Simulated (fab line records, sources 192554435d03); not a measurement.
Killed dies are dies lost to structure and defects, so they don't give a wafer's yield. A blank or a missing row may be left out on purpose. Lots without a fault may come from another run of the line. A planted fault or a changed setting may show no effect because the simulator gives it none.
Split-lot experiment | flow n5_finfet | 7 lots, 39 wafers read, on a route of 1938 steps

THE SPLIT
At N5_SD_EPI_N_EPI_21 (deposits Si:P, time 690 s), the setting epi_growth_time_s was moved away from the recipe's 690 s on 9 of the 39 wafers read, by -40.0% to +56.1%. The other wafers ran this setting at the recipe's value.

FROM THE SPLIT TO THE READING: what the file shows between them, 1 step
- N5_SD_EPI_N_EPI_MEAS_23

THE READING
Si-P_of_SD_EPI_N_EPI_21.thk_nm (the simulator's own value, which no gauge read), in nm, at N5_SD_EPI_N_PRECLEAN_24 (cleans in O3/DIW, time 60 s). The file gives no usual value for it. The 30 wafers here that ran the recipe average 58.7 nm, standard deviation 0.73 nm.

wafer  | tool, chamber at the split | epi_growth_time_s as run, s | against the recipe | Si-P_of_SD_EPI_N_EPI_21.thk_nm, nm | against lot-mates on the recipe
L075.1 | epi_rpcvd-01, 0            | 690                         | recipe             | 59.2                               | -
L075.6 | epi_rpcvd-01, 0            | 690                         | recipe             | 59.2                               | -
L075.2 | epi_rpcvd-01, 0            | 690                         | recipe             | 58.8                               | -
L075.3 | epi_rpcvd-01, 0            | 690                         | recipe             | 58.8                               | -
L075.4 | epi_rpcvd-01, 0            | 690                         | recipe             | 58.8                               | -
L075.5 | epi_rpcvd-01, 0            | 690                         | recipe             | 59                                 | -
L076.1 | epi_rpcvd-01, 0            | 1077                        | +56.1%             | 82.2                               | +22.5
L076.2 | epi_rpcvd-01, 0            | 690                         | recipe             | 59.4                               | -
L076.3 | epi_rpcvd-01, 0            | 690                         | recipe             | 60.2                               | -
L076.4 | epi_rpcvd-01, 0            | 690                         | recipe             | 59.6                               | -
L076.5 | epi_rpcvd-01, 0            | 1077                        | +56.1%             | 82.4                               | +22.7
L076.6 | epi_rpcvd-01, 0            | 1077                        | +56.1%             | 81.2                               | +21.5
L085.1 | epi_rpcvd-01, 0            | 414.1                       | -40.0%             | 37.8                               | -20.9
L085.2 | epi_rpcvd-01, 0            | 690                         | recipe             | 58.8                               | -
L085.3 | epi_rpcvd-01, 0            | 414.1                       | -40.0%             | 38                                 | -20.7
L085.4 | epi_rpcvd-01, 0            | 690                         | recipe             | 59                                 | -
L085.5 | epi_rpcvd-01, 0            | 690                         | recipe             | 58.2                               | -
L085.6 | epi_rpcvd-01, 0            | 414.1                       | -40.0%             | 37.4                               | -21.3
L088.1 | epi_rpcvd-02, 0            | 690                         | recipe             | 58.8                               | -
L088.2 | epi_rpcvd-02, 0            | 690                         | recipe             | 58                                 | -
L088.4 | epi_rpcvd-02, 0            | 690                         | recipe             | 58                                 | -
L088.3 | epi_rpcvd-02, 0            | 690                         | recipe             | 58.2                               | -
L088.5 | epi_rpcvd-02, 0            | 690                         | recipe             | 57.6                               | -
L088.6 | epi_rpcvd-02, 0            | 690                         | recipe             | 57.4                               | -
L090.1 | epi_rpcvd-02, 0            | 690                         | recipe             | 58.8                               | -
L090.5 | epi_rpcvd-02, 0            | 690                         | recipe             | 58.8                               | -
L090.4 | epi_rpcvd-02, 0            | 690                         | recipe             | 58.4                               | -
L091.1 | epi_rpcvd-01, 0            | 690                         | recipe             | 58                                 | -
L091.2 | epi_rpcvd-01, 0            | 690                         | recipe             | 58.2                               | -
L091.3 | epi_rpcvd-01, 0            | 690                         | recipe             | 57.8                               | -
L091.6 | epi_rpcvd-01, 0            | 690                         | recipe             | 57.8                               | -
L091.4 | epi_rpcvd-01, 0            | 690                         | recipe             | 57.6                               | -
L091.5 | epi_rpcvd-01, 0            | 690                         | recipe             | 58.4                               | -
L094.1 | epi_rpcvd-04, 0            | 548.8                       | -20.5%             | 51.4                               | -8.3
L094.2 | epi_rpcvd-04, 0            | 690                         | recipe             | 59.2                               | -
L094.3 | epi_rpcvd-04, 0            | 690                         | recipe             | 60                                 | -
L094.5 | epi_rpcvd-04, 0            | 690                         | recipe             | 60                                 | -
L094.4 | epi_rpcvd-04, 0            | 548.8                       | -20.5%             | 51.8                               | -7.9
L094.6 | epi_rpcvd-04, 0            | 548.8                       | -20.5%             | 51.6                               | -8.1

THE FIT
A straight line over all 39 wafers: Si-P_of_SD_EPI_N_EPI_21.thk_nm changes by +0.443 nm for each +1% of epi_growth_time_s; r = +0.99; the points scatter about the line by 1.3 nm.
The same after taking each lot's own level away (the mean of its wafers on the recipe; 39 wafers): +0.435 nm for each +1%; r = +0.99; scatter 1.2 nm.
On that fit, the largest move of epi_growth_time_s shifts the reading by 24 nm.
The lots' own levels span 57.97 to 59.73 nm, that is 2.4 times the standard deviation above.
So the lot-to-lot level changes the slope little: the two slopes agree.
Check: with one of the wafers moved furthest among these (+56.1%) left out of the fit, the line predicts +24.5 nm for it against its lot-mates. It came out at +22.5 nm against them.

OTHER SPLITS ON THESE WAFERS
These wafers also went through other splits before the reading. Each is held against what the fit with the lots' levels taken away leaves over:
other split on the same wafers | wafers away from the commonest value | r with Si-P_of_SD_EPI_N_EPI_21.thk_nm (lot level and that fit taken away)
N5_FIN_CUT_ETCH_21 time_s      | 9                                    | -0.10

THE WHOLE CHAIN: every reading that the file lists as answering this split, in the file's order
step                    | what it does                | reading                                                                         | change (the file's fit)               | r (the file's)
N5_SD_EPI_N_EPI_21      | deposits Si:P, time 690 s   | Si-P_of_SD_EPI_N_EPI_21.thk_nm (the simulator's own value, which no gauge read) | +0.438 nm for each +1% of the setting | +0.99
N5_SD_EPI_N_EPI_MEAS_23 |                             | thk_nm                                                                          | withheld for each +1% of the setting  | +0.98
N5_SD_EPI_N_PRECLEAN_24 | cleans in O3/DIW, time 60 s | Si-P_of_SD_EPI_N_EPI_21.thk_nm (the simulator's own value, which no gauge read) | +0.435 nm for each +1% of the setting | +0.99

THE FILE'S OWN FIT
Si-P_of_SD_EPI_N_EPI_21.thk_nm changes by +0.435 nm for each +1% of epi_growth_time_s, r = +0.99.
